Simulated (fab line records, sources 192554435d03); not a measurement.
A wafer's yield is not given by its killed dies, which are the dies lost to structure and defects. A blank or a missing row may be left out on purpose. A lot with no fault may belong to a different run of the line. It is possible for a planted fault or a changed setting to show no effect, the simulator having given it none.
Which of the tools did it? :: flow n5_finfet :: 9 lots, 26 wafers sampled, at 5 steps of a route of 1938

WHAT THE GAUGES SHOWED, per wafer
N5_SDB_INSPECT_36: inspects for defects (darkfield). Usual: raw_defect_count reads 39 (standard deviation 19).
lot: L185
measured: day 4 07:41
on: defect_inspect-01
raw_defect_count: 51 38 31
flag: 

lot: L186
measured: day 4 12:31
on: defect_inspect-02
raw_defect_count: 22 39 30
flag: 

lot: L191
measured: day 5 16:58
on: defect_inspect-01
raw_defect_count: 15 26 23
flag: 

lot: L195
measured: day 6 16:17
on: defect_inspect-01
raw_defect_count: 32 26 32
flag: 

lot: L196
measured: day 6 23:35
on: defect_inspect-02
raw_defect_count: 62 81 17
flag: 

lot: L198
measured: day 7 09:16
on: defect_inspect-02
raw_defect_count: 67 42
flag: 

lot: L200
measured: day 7 22:26
on: defect_inspect-01
raw_defect_count: 15 27 31
flag: 

lot: L203
measured: day 8 14:22
on: defect_inspect-01
raw_defect_count: 13 15 24
flag: 

lot: L207
measured: day 9 16:52
on: defect_inspect-02
raw_defect_count: 28 13 27
flag: 

N5_BEOL_M4_RC_MEAS_101. Usual: DIBL_N 36.3 mV/V, standard deviation 1.9; DIBL_P 36.6 mV/V, standard deviation 2.4; IOFF_N 0.17 nA/um, standard deviation 0.037; IOFF_P 0.23 nA/um, standard deviation 0.04; ION_N 682 uA/um, standard deviation 14; ION_P 468 uA/um, standard deviation 8.6; SS_N 71.6 mV/dec, standard deviation 0.67; SS_P 73.4 mV/dec, standard deviation 0.71; VT_N 248 mV, standard deviation 3.3; VT_P -248.9 mV, standard deviation 2.9.
lot: L185
measured: day 9 21:16
on: prober-02
DIBL_N (mV/V): 36.9 39.7 34.5
DIBL_P (mV/V): 37.1 39.7 34.6
IOFF_N (nA/um): 0.17 0.26 0.13
IOFF_P (nA/um): 0.23 0.29 0.19
ION_N (uA/um): 666 687 652
ION_P (uA/um): 460 468 454
SS_N (mV/dec): 72.4 72.9 70.9
SS_P (mV/dec): 73.1 74.1 72.6
VT_N (mV): 251 242 254
VT_P (mV): -250.3 -244.7 -249.8
flag: 

lot: L186
measured: day 9 01:44
on: prober-02
DIBL_N (mV/V): 38.4 35.0 38.3
DIBL_P (mV/V): 39.9 36.2 40.1
IOFF_N (nA/um): 0.23 0.15 0.21
IOFF_P (nA/um): 0.31 0.23 0.29
ION_N (uA/um): 712 681 688
ION_P (uA/um): 486 475 474
SS_N (mV/dec): 71.0 71.3 72.5
SS_P (mV/dec): 73.5 73.2 74.1
VT_N (mV): 242 248 246
VT_P (mV): -240.0 -247.9 -244.0
flag: 

lot: L191
measured: day 10 16:10
on: prober-01
DIBL_N (mV/V): 36.6 36.2 35.3
DIBL_P (mV/V): 38.8 39.4 37.3
IOFF_N (nA/um): 0.17 0.18 0.16
IOFF_P (nA/um): 0.26 0.27 0.23
ION_N (uA/um): 672 678 668
ION_P (uA/um): 461 467 466
SS_N (mV/dec): 72.5 72.5 71.7
SS_P (mV/dec): 73.7 74.5 73.5
VT_N (mV): 247 245 248
VT_P (mV): -247.8 -245.6 -249.6
flag: 

lot: L195
measured: day 12 11:08
on: prober-02
DIBL_N (mV/V): 33.7 35.0 33.2
DIBL_P (mV/V): 34.2 35.3 33.7
IOFF_N (nA/um): 0.13 0.15 0.14
IOFF_P (nA/um): 0.19 0.21 0.19
ION_N (uA/um): 677 675 691
ION_P (uA/um): 461 466 471
SS_N (mV/dec): 70.7 71.3 71.0
SS_P (mV/dec): 73.3 73.5 72.5
VT_N (mV): 251 250 248
VT_P (mV): -250.4 -251.8 -250.7
flag: 

lot: L196
measured: day 12 13:59
on: prober-02
DIBL_N (mV/V): 37.4 37.4 35.4
DIBL_P (mV/V): 36.6 37.6 35.2
IOFF_N (nA/um): 0.16 0.16 0.13
IOFF_P (nA/um): 0.20 0.21 0.19
ION_N (uA/um): 685 696 676
ION_P (uA/um): 459 471 466
SS_N (mV/dec): 71.6 71.8 71.3
SS_P (mV/dec): 72.4 73.2 72.6
VT_N (mV): 248 249 251
VT_P (mV): -250.5 -248.8 -250.7
flag: 

lot: L198
measured: day 13 06:04
on: prober-02
DIBL_N (mV/V): 36.3 35.1
DIBL_P (mV/V): 37.2 35.8
IOFF_N (nA/um): 0.18 0.15
IOFF_P (nA/um): 0.20 0.18
ION_N (uA/um): 693 676
ION_P (uA/um): 471 455
SS_N (mV/dec): 70.9 71.2
SS_P (mV/dec): 74.6 73.4
VT_N (mV): 245 251
VT_P (mV): -252.2 -253.6
flag: 

lot: L200
measured: day 13 07:41
on: prober-01
DIBL_N (mV/V): 37.4 38.9 36.1
DIBL_P (mV/V): 38.4 39.7 36.4
IOFF_N (nA/um): 0.19 0.24 0.17
IOFF_P (nA/um): 0.25 0.29 0.22
ION_N (uA/um): 677 692 676
ION_P (uA/um): 463 469 465
SS_N (mV/dec): 71.4 72.0 71.7
SS_P (mV/dec): 74.8 74.4 73.8
VT_N (mV): 246 243 249
VT_P (mV): -245.6 -246.7 -247.4
flag: 

lot: L203
measured: day 15 16:10
on: prober-01
DIBL_N (mV/V): 37.1 36.6 38.4
DIBL_P (mV/V): 35.5 34.8 37.9
IOFF_N (nA/um): 0.17 0.16 0.21
IOFF_P (nA/um): 0.25 0.24 0.29
ION_N (uA/um): 677 701 707
ION_P (uA/um): 473 484 489
SS_N (mV/dec): 72.8 72.0 72.0
SS_P (mV/dec): 73.9 74.0 74.2
VT_N (mV): 250 245 246
VT_P (mV): -244.3 -246.2 -245.7
flag: 

lot: L207
measured: day 16 15:31
on: prober-02
DIBL_N (mV/V): 34.3 34.5 34.6
DIBL_P (mV/V): 33.4 34.6 34.5
IOFF_N (nA/um): 0.14 0.14 0.14
IOFF_P (nA/um): 0.17 0.18 0.18
ION_N (uA/um): 669 678 672
ION_P (uA/um): 459 469 456
SS_N (mV/dec): 71.1 70.5 71.4
SS_P (mV/dec): 72.8 73.0 72.8
VT_N (mV): 250 250 250
VT_P (mV): -252.5 -248.1 -248.1
flag: 

WHAT TOOL EACH LOT RAN ON (gives the tool, then ch and the chambers of the sampled wafers, and finally the start)
lot: L185
N5_SDB_ETCH_25: rie_diel-04 ch 0,1, day 4 04:21
N5_SDB_CUT_ETCH_26: rie_si-02 ch 0,1,3, day 4 04:26
N5_SDB_CMP_30: cmp-04 ch 1,2,3, day 4 07:26

lot: L186
N5_SDB_ETCH_25: rie_diel-04 ch 0,2, day 4 09:11
N5_SDB_CUT_ETCH_26: rie_si-04 ch 0,1,2, day 4 09:17
N5_SDB_CMP_30: cmp-04 ch 2,3, day 4 12:12

lot: L191
N5_SDB_ETCH_25: rie_diel-03 ch 1,3, day 5 13:38
N5_SDB_CUT_ETCH_26: rie_si-02 ch 0,2,3, day 5 13:44
N5_SDB_CMP_30: cmp-03 ch 0,2,3, day 5 16:43

lot: L195
N5_SDB_ETCH_25: rie_diel-03 ch 1,2, day 6 12:56
N5_SDB_CUT_ETCH_26: rie_si-02 ch 0,1,2, day 6 13:01
N5_SDB_CMP_30: cmp-03 ch 0,1,2, day 6 16:02

lot: L196
N5_SDB_ETCH_25: rie_diel-02 ch 0,1,2, day 6 20:15
N5_SDB_CUT_ETCH_26: rie_si-02 ch 0,2,3, day 6 20:20
N5_SDB_CMP_30: cmp-03 ch 0,1,3, day 6 23:18

lot: L198
N5_SDB_ETCH_25: rie_diel-03 ch 1,2, day 7 05:45
N5_SDB_CUT_ETCH_26: rie_si-02 ch 1,2, day 7 05:50
N5_SDB_CMP_30: cmp-01 ch 0,3, day 7 08:57

lot: L200
N5_SDB_ETCH_25: rie_diel-02 ch 0,3, day 7 19:07
N5_SDB_CUT_ETCH_26: rie_si-04 ch 0,1,3, day 7 19:12
N5_SDB_CMP_30: cmp-04 ch 1,2,3, day 7 22:09

lot: L203
N5_SDB_ETCH_25: rie_diel-03 ch 0,1,3, day 8 10:06
N5_SDB_CUT_ETCH_26: rie_si-05 ch 1,2,3, day 8 10:11
N5_SDB_CMP_30: cmp-04 ch 0,2,3, day 8 14:07

lot: L207
N5_SDB_ETCH_25: rie_diel-02 ch 0,1, day 9 13:33
N5_SDB_CUT_ETCH_26: rie_si-02 ch 1,2, day 9 13:38
N5_SDB_CMP_30: cmp-03 ch 0,2,3, day 9 16:38
- N5_SDB_ETCH_25: etches SiO2 in C4F6/O2, target depth 10 nm, time 3.3 s.
- N5_SDB_CUT_ETCH_26: etches Si in HBr/Cl2/O2, target depth 129.6 nm, bt time 20 s, time 51.8 s.
- N5_SDB_CMP_30: polishes, stops on poly-Si, t overpolish 1.54 s, target thk 30 nm.

AS READ BY THE TOOLS THEMSELVES (means over the sampled wafers that have a number; for cases with no such wafer, the mark the record gives instead)
N5_SDB_ETCH_25. Usual: bias_w 185.0 W, standard deviation 0.52; chamber_pressure_mTorr 29.995 mTorr, standard deviation 0.028; drypump_motor_current_A 5.98 A, standard deviation 0.24; oes_product_au 0.78 a.u., standard deviation 0.063; rf_vpp_V 664 V, standard deviation 13; showerhead_plenum_p_Torr 2.79 Torr, standard deviation 0.065; throttle_valve_pct 21.21 %, standard deviation 0.17.
lot: L185
tool: rie_diel-04
bias_w (W): 184.4
chamber_pressure_mTorr (mTorr): 29.980
drypump_motor_current_A (A): 6.02
oes_product_au (a.u.): 0.74
rf_vpp_V (V): 654
showerhead_plenum_p_Torr (Torr): 2.75
throttle_valve_pct (%): 21.21
flag: 

lot: L186
tool: rie_diel-04
bias_w (W): 184.9
chamber_pressure_mTorr (mTorr): 29.989
drypump_motor_current_A (A): 5.84
oes_product_au (a.u.): 0.72
rf_vpp_V (V): 666
showerhead_plenum_p_Torr (Torr): 2.79
throttle_valve_pct (%): 21.36
flag: 

lot: L191
tool: rie_diel-03
bias_w (W): 184.9
chamber_pressure_mTorr (mTorr): 29.989
drypump_motor_current_A (A): 5.90
oes_product_au (a.u.): 0.74
rf_vpp_V (V): 679
showerhead_plenum_p_Torr (Torr): 2.79
throttle_valve_pct (%): 21.14
flag: 

lot: L195
tool: rie_diel-03
bias_w (W): 185.4
chamber_pressure_mTorr (mTorr): 29.988
drypump_motor_current_A (A): 5.96
oes_product_au (a.u.): 0.75
rf_vpp_V (V): 662
showerhead_plenum_p_Torr (Torr): 2.72
throttle_valve_pct (%): 21.26
flag: 

lot: L196
tool: rie_diel-02
bias_w (W): 185.3
chamber_pressure_mTorr (mTorr): 30.002
drypump_motor_current_A (A): 6.25
oes_product_au (a.u.): 0.78
rf_vpp_V (V): 667
showerhead_plenum_p_Torr (Torr): 2.75
throttle_valve_pct (%): 21.18
flag: 

lot: L198
tool: rie_diel-03
bias_w (W): 184.9
chamber_pressure_mTorr (mTorr): 29.959
drypump_motor_current_A (A): 5.99
oes_product_au (a.u.): 0.76
rf_vpp_V (V): 660
showerhead_plenum_p_Torr (Torr): 2.73
throttle_valve_pct (%): 21.27
flag: 

lot: L200
tool: rie_diel-02
bias_w (W): 185.0
chamber_pressure_mTorr (mTorr): 29.974
drypump_motor_current_A (A): 6.17
oes_product_au (a.u.): 0.90
rf_vpp_V (V): 661
showerhead_plenum_p_Torr (Torr): 2.88
throttle_valve_pct (%): 20.96
flag: 

lot: L203
tool: rie_diel-03
bias_w (W): 184.7
chamber_pressure_mTorr (mTorr): 30.002
drypump_motor_current_A (A): 5.76
oes_product_au (a.u.): 0.74
rf_vpp_V (V): 671
showerhead_plenum_p_Torr (Torr): 2.78
throttle_valve_pct (%): 21.27
flag: 

lot: L207
tool: rie_diel-02
bias_w (W): 184.9
chamber_pressure_mTorr (mTorr): 29.990
drypump_motor_current_A (A): 6.29
oes_product_au (a.u.): 0.86
rf_vpp_V (V): 660
showerhead_plenum_p_Torr (Torr): 2.86
throttle_valve_pct (%): 21.07
flag: 

N5_SDB_CUT_ETCH_26. Usual: chamber_pressure_mTorr 10.001 mTorr, standard deviation 0.0091; drypump_motor_current_A 5.7 A, standard deviation 0.38; oes_product_au 0.997 a.u., standard deviation 0.014; throttle_valve_pct 37.1 %, standard deviation 0.37.
lot: L185
tool: rie_si-02
chamber_pressure_mTorr (mTorr): 10.004
drypump_motor_current_A (A): 5.7
oes_product_au (a.u.): 1.001
throttle_valve_pct (%): 37.0
flag: 

lot: L186
tool: rie_si-04
chamber_pressure_mTorr (mTorr): 10.001
drypump_motor_current_A (A): 5.7
oes_product_au (a.u.): 0.999
throttle_valve_pct (%): 37.0
flag: 

lot: L191
tool: rie_si-02
chamber_pressure_mTorr (mTorr): 10.007
drypump_motor_current_A (A): 5.6
oes_product_au (a.u.): 0.994
throttle_valve_pct (%): 36.9
flag: 

lot: L195
tool: rie_si-02
chamber_pressure_mTorr (mTorr): 10.004
drypump_motor_current_A (A): 5.8
oes_product_au (a.u.): 0.994
throttle_valve_pct (%): 37.1
flag: 

lot: L196
tool: rie_si-02
chamber_pressure_mTorr (mTorr): 10.002
drypump_motor_current_A (A): 5.6
oes_product_au (a.u.): 0.991
throttle_valve_pct (%): 36.9
flag: 

lot: L198
tool: rie_si-02
chamber_pressure_mTorr (mTorr): 10.008
drypump_motor_current_A (A): 5.7
oes_product_au (a.u.): 0.994
throttle_valve_pct (%): 37.1
flag: 

lot: L200
tool: rie_si-04
chamber_pressure_mTorr (mTorr): 10.007
drypump_motor_current_A (A): 5.9
oes_product_au (a.u.): 0.992
throttle_valve_pct (%): 37.2
flag: 

lot: L203
tool: rie_si-05
chamber_pressure_mTorr (mTorr): 9.999
drypump_motor_current_A (A): 5.8
oes_product_au (a.u.): 0.985
throttle_valve_pct (%): 37.2
flag: 

lot: L207
tool: rie_si-02
chamber_pressure_mTorr (mTorr): 10.000
drypump_motor_current_A (A): 5.6
oes_product_au (a.u.): 0.992
throttle_valve_pct (%): 37.0
flag: 

N5_SDB_CMP_30. Usual: motor_current_A reads 12.6 A (standard deviation 1).
lot: L185
tool: cmp-04
motor_current_A (A): 12.8
flag: 

lot: L186
tool: cmp-04
motor_current_A (A): 11.7
flag: 

lot: L191
tool: cmp-03
motor_current_A (A): 12.8
flag: 

lot: L195
tool: cmp-03
motor_current_A (A): 12.7
flag: 

lot: L196
tool: cmp-03
motor_current_A (A): 12.7
flag: 

lot: L198
tool: cmp-01
motor_current_A (A): 12.9
flag: 

lot: L200
tool: cmp-04
motor_current_A (A): 12.4
flag: 

lot: L203
tool: cmp-04
motor_current_A (A): 12.0
flag: 

lot: L207
tool: cmp-03
motor_current_A (A): 13.0
flag: 

THE ANSWER, worked out from the rows above alone
Rule: a lot counts as off when the mean over its wafers that have a number is more than 3 standard deviations away from the usual mean. Also off: a lot with no number at a reading for which 4 or more lots have one. Where the step has rows for the other lots, those lots are counted as sound. Order of review: gauges by route order, followed by the tools' own readings, for which a lot's mean as printed above is used. At the first step where some lot is off, the reading lying furthest off is the one used; lots without a number count as furthest.
Nothing can be told from this: no lot is off at any reading shown.

WHAT THE SIMULATOR HAD INSERTED
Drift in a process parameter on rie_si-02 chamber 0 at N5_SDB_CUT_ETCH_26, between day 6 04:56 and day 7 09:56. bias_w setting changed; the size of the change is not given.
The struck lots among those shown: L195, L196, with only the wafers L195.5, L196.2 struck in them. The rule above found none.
